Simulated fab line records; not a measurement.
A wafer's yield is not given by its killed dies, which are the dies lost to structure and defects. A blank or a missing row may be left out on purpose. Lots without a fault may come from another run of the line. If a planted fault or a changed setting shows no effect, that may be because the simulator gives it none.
Chamber matching :: flow n5Finfet :: 4 sister chambers for N5_GATE_CUT_ALD_22 on aldSin-03
The step deposits SiNx, target thk 16 nm, pulse time 1 s, ald cycles 320. 22 wafers are shown with their chamber, then 11 later ones without.

## EACH WAFER AND ITS CHAMBER
wafer: L075.2
chamber: 0
heaterPowerW (W): 854
precursorPulseHeightRel: 0.965

wafer: L075.4
chamber: 3
heaterPowerW (W): 832
precursorPulseHeightRel: 1.029

wafer: L075.6
chamber: 3
heaterPowerW (W): 831
precursorPulseHeightRel: 0.989

wafer: L076.2
chamber: 0
heaterPowerW (W): 857
precursorPulseHeightRel: 1.011

wafer: L076.5
chamber: 0
heaterPowerW (W): 857
precursorPulseHeightRel: 1.001

wafer: L076.6
chamber: 3
heaterPowerW (W): 830
precursorPulseHeightRel: 0.981

wafer: L077.1
chamber: 2
heaterPowerW (W): 781
precursorPulseHeightRel: 1.006

wafer: L077.2
chamber: 3
heaterPowerW (W): 815
precursorPulseHeightRel: 1.051

wafer: L077.5
chamber: 2
heaterPowerW (W): 796
precursorPulseHeightRel: 1.052

wafer: L080.1
chamber: 2
heaterPowerW (W): 788
precursorPulseHeightRel: 1.022

wafer: L080.3
chamber: 3
heaterPowerW (W): 840
precursorPulseHeightRel: 1.013

wafer: L080.5
chamber: 3
heaterPowerW (W): 809
precursorPulseHeightRel: 0.988

wafer: L081.2
chamber: 2
heaterPowerW (W): 784
precursorPulseHeightRel: 1.012

wafer: L081.4
chamber: 1
heaterPowerW (W): 873
precursorPulseHeightRel: 0.995

wafer: L081.6
chamber: 3
heaterPowerW (W): 824
precursorPulseHeightRel: 0.991

wafer: L086.1
chamber: 1
heaterPowerW (W): 844
precursorPulseHeightRel: 1.001

wafer: L086.2
chamber: 0
heaterPowerW (W): 881
precursorPulseHeightRel: 0.984

wafer: L086.5
chamber: 2
heaterPowerW (W): 793
precursorPulseHeightRel: 1.035

wafer: L088.1
chamber: 2
heaterPowerW (W): 791
precursorPulseHeightRel: 0.962

wafer: L088.3
chamber: 0
heaterPowerW (W): 859
precursorPulseHeightRel: 0.976

wafer: L088.6
chamber: 3
heaterPowerW (W): 842
precursorPulseHeightRel: 0.992

wafer: L092.2
chamber: 0
heaterPowerW (W): 884
precursorPulseHeightRel: 0.968

SIGNATURES (means of the wafers above)
reading: heaterPowerW
chamber 0: 865.33
chamber 1: 858.50
chamber 2: 788.83
chamber 3: 827.88
scatter within a chamber: 11.5

reading: precursorPulseHeightRel
chamber 0: 0.98417
chamber 1: 0.99800
chamber 2: 1.01483
chamber 3: 1.00425
scatter within a chamber: 0.0243
Rule: for each reading, subtract the chamber's mean from the wafer's reading, divide by that reading's scatter and square the result; add these up over the readings and take the root, which gives the wafer's distance from the chamber. The wafer belongs to the nearest chamber; if the next one is less than 2 further off, it can't be placed. The scatter: take each reading less its chamber's mean, square it, sum over the shown wafers, divide by the number of wafers less the number of chambers, and take the root.

## WAFERS WHOSE CHAMBER IS MISSING
wafer: L092.3
heaterPowerW (W): 779
precursorPulseHeightRel: 1.021

wafer: L092.5
heaterPowerW (W): 856
precursorPulseHeightRel: 0.969

wafer: L094.1
heaterPowerW (W): 852
precursorPulseHeightRel: 0.995

wafer: L094.3
heaterPowerW (W): 830
precursorPulseHeightRel: 1.021

wafer: L094.5
heaterPowerW (W): 864
precursorPulseHeightRel: 0.992

wafer: L095.3
heaterPowerW (W): 814
precursorPulseHeightRel: 0.983

wafer: L095.4
heaterPowerW (W): 829
precursorPulseHeightRel: 0.967

wafer: L095.5
heaterPowerW (W): 785
precursorPulseHeightRel: 1.010

wafer: L097.1
heaterPowerW (W): 869
precursorPulseHeightRel: 0.962

wafer: L097.2
heaterPowerW (W): 836
precursorPulseHeightRel: 1.000

wafer: L097.6
heaterPowerW (W): 794
precursorPulseHeightRel: 1.019

## THE CHAMBER EACH PASSED THROUGH
wafer: L092.3
from the rows above: 2
in truth: 2

wafer: L092.5
from the rows above: can't be placed: 0 or 1 or 3
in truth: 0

wafer: L094.1
from the rows above: can't be placed: 1 or 0 or 3
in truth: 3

wafer: L094.3
from the rows above: can't be placed: 3 or 1
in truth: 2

wafer: L094.5
from the rows above: can't be placed: 0 or 1
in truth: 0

wafer: L095.3
from the rows above: can't be placed: 3 or 2
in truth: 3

wafer: L095.4
from the rows above: can't be placed: 3 or 1 or 0
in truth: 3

wafer: L095.5
from the rows above: 2
in truth: 2

wafer: L097.1
from the rows above: can't be placed: 0 or 1
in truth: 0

wafer: L097.2
from the rows above: can't be placed: 3 or 1 or 0
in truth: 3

wafer: L097.6
from the rows above: 2
in truth: 2
Correctly placed: 3 of 11. Unplaceable from these rows: 8, with the true chamber sitting among the candidates in 7. Wrongly placed: 0.
